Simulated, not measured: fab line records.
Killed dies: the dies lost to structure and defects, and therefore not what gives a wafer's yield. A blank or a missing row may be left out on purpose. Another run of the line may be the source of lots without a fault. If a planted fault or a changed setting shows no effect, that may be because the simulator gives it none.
What tool caused it?    flow n5Finfet    11 lots with 33 wafers sampled at 5 steps, on a route of 1938 steps

## WHAT THE GAUGES READ, wafer by wafer
N5_BEOL_M6_INSPECT_58: inspects for defects (darkfield).
lot   measured      on                rawDefectCount
L289  day 9 05:31   defectInspect-01  64 49 49
L288  day 9 10:46   defectInspect-02  81 86 107
L291  day 9 20:34   defectInspect-02  61 55 78
L294  day 11 02:49  defectInspect-01  67 65 81
L298  day 11 09:41  defectInspect-02  65 67 44
L300  day 12 07:49  defectInspect-02  107 74 73
L302  day 12 16:06  defectInspect-01  38 54 51
L303  day 12 21:24  defectInspect-02  103 70 86
L305  day 13 06:16  defectInspect-01  112 77 130
L306  day 13 11:16  defectInspect-02  73 63 58
L309  day 14 04:41  defectInspect-02  66 72 63

N5_BEOL_M7_THK_MEAS_01.
lot   measured      on            M7_ILD_THK (nm)
L289  day 9 06:07   filmMetro-01  153.3 155.5 157.4
L288  day 9 11:25   filmMetro-02  156.7 157.8 155.3
L291  day 9 21:10   filmMetro-02  154.0 155.9 154.4
L294  day 11 03:26  filmMetro-02  151.3 153.0 155.1
L298  day 11 10:47  filmMetro-02  150.8 154.1 153.0
L300  day 12 08:31  filmMetro-01  155.1 155.8 156.3
L302  day 12 17:34  filmMetro-02  154.4 155.9 155.5
L303  day 12 22:31  filmMetro-01  151.3 153.4 156.6
L305  day 13 06:53  filmMetro-01  156.3 156.5 157.7
L306  day 13 11:52  filmMetro-01  154.8 154.6 153.1
L309  day 14 06:35  filmMetro-01  153.0 153.0 154.2

N5_BEOL_M7_OVL_MEAS_29.
lot   measured      on          V6_OVL (nm)
L289  day 9 08:01   overlay-01  -0.8 0.4 -0.4
L288  day 9 16:02   overlay-02  -1.3 -1.0 -0.7
L291  day 9 23:29   overlay-01  0.3 -0.3 -0.2
L294  day 11 05:18  overlay-02  -1.2 -1.6 -1.7
L298  day 11 14:35  overlay-02  -0.5 0.0 -1.1
L300  day 12 10:48  overlay-02  0.2 -0.7 0.0
L302  day 12 19:35  overlay-02  10.1 10.4 10.3
L303  day 13 04:11  overlay-02  9.4 10.0 9.3
L305  day 13 11:29  overlay-02  -1.0 -0.6 -0.2
L306  day 13 16:52  overlay-01  -1.3 -1.3 -1.0
L309  day 14 08:44  overlay-01  -0.6 -0.3 -0.4

## WHICH TOOL RAN EACH LOT (tool, then ch and the chambers of the sampled wafers, then the start)
lot   N5_BEOL_M7_STRIP_67                N5_BEOL_M7_EXPOSE_25
L289  rieDiel-05 ch 2,3, day 9 07:28     euvScanner-01 ch 0, day 9 07:52
L288  rieDiel-03 ch 2,3, day 9 14:02     euvScanner-02 ch 0, day 9 15:52
L291  rieDiel-06 ch 0,3, day 9 22:41     euvScanner-01 ch 0, day 9 23:20
L294  rieDiel-06 ch 0,1, day 11 04:31    euvScanner-01 ch 0, day 11 05:08
L298  rieDiel-03 ch 0,1, day 11 12:52    euvScanner-02 ch 0, day 11 14:26
L300  rieDiel-03 ch 2,3, day 12 10:05    euvScanner-01 ch 0, day 12 10:38
L302  rieDiel-05 ch 1,2,3, day 12 18:55  euvScanner-01 ch 0, day 12 19:25
L303  rieDiel-03 ch 0,1,3, day 13 01:10  euvScanner-01 ch 0, day 13 04:02
L305  rieDiel-05 ch 1,3, day 13 08:57    euvScanner-02 ch 0, day 13 11:20
L306  rieDiel-05 ch 0,1,3, day 13 13:31  euvScanner-02 ch 0, day 13 16:42
L309  rieDiel-05 ch 0,3, day 14 08:10    euvScanner-02 ch 0, day 14 08:34
- N5_BEOL_M7_STRIP_67: strips in CF4.
- N5_BEOL_M7_EXPOSE_25: exposes mask V6, target cd 40 nm.

## AS READ BY THE TOOLS THEMSELVES (means over the sampled wafers that have a number; for cases with no such wafer, the mark the record gives instead)
N5_BEOL_M7_STRIP_67.
lot   tool        chamberPressureMTorr (mTorr)  drypumpMotorCurrentA (A)  oesProductAu (a.u.)  rfVppV (V)  showerheadPlenumPTorr (Torr)  throttleValvePct (%)
L289  rieDiel-05  50.02                         5.56                      0.87                 271.3       1.80                          13.28
L288  rieDiel-03  50.01                         5.20                      0.69                 271.7       1.79                          13.88
L291  rieDiel-06  49.99                         5.13                      0.72                 272.1       1.83                          13.61
L294  rieDiel-06  50.01                         5.30                      0.84                 273.1       1.84                          13.39
L298  rieDiel-03  49.96                         5.71                      0.73                 272.9       1.81                          13.49
L300  rieDiel-03  49.99                         5.24                      0.96                 271.1       1.79                          13.33
L302  rieDiel-05  50.05                         5.49                      0.82                 270.9       1.78                          13.34
L303  rieDiel-03  50.00                         5.45                      0.79                 272.8       1.83                          13.49
L305  rieDiel-05  50.00                         5.41                      0.81                 269.7       1.75                          13.33
L306  rieDiel-05  50.03                         5.25                      0.83                 270.2       1.78                          13.45
L309  rieDiel-05  50.03                         5.21                      0.77                 271.5       1.78                          13.62

## THE ANSWER, worked out from the rows above alone
Rule: the lots themselves supply what counts as usual. Put in order of their means at a reading, lots are off if they are a third of the lots or fewer, leave a main group of 4 or more, and stand apart from it by a gap of 3 or more times the standard deviation of the main group's means; of several such gaps the widest counts. If all means in a main group match to the digits the tables above print for the reading, that group is not used. Also off: a lot with no number at a reading for which 4 or more lots have one. Any other lot the step has rows for is counted as sound. First the gauges in route order, then the tools' own readings, where a lot's mean is used as printed above. The first step at which some lot is off is used, and at that step the reading that is off furthest; a lot without a number counts as furthest.
Off: L302, L303, at N5_BEOL_M7_OVL_MEAS_29 (V6_OVL). For the main group the mean is -0.6 nm and the standard deviation 0.46.
If a tool, at a process step before that reading, ran all the lots that are off and no sound lot after the first of them, it fits. The gauges at N5_BEOL_M7_OVL_MEAS_29 are tried like those tools. One candidate fits, namely euvScanner-01 at N5_BEOL_M7_EXPOSE_25. A fault onset in the window from L300 (day 12 10:38, its last sound lot) to L302 (day 12 19:25, its first lot off) fits.

## WHAT THE SIMULATOR HAD PUT IN
Scanner matching overlay: euvScanner-01, from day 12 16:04 on, at N5_BEOL_M7_EXPOSE_25. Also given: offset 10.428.
Shown lots that were struck: L302, L303. The same result came from the rule above.
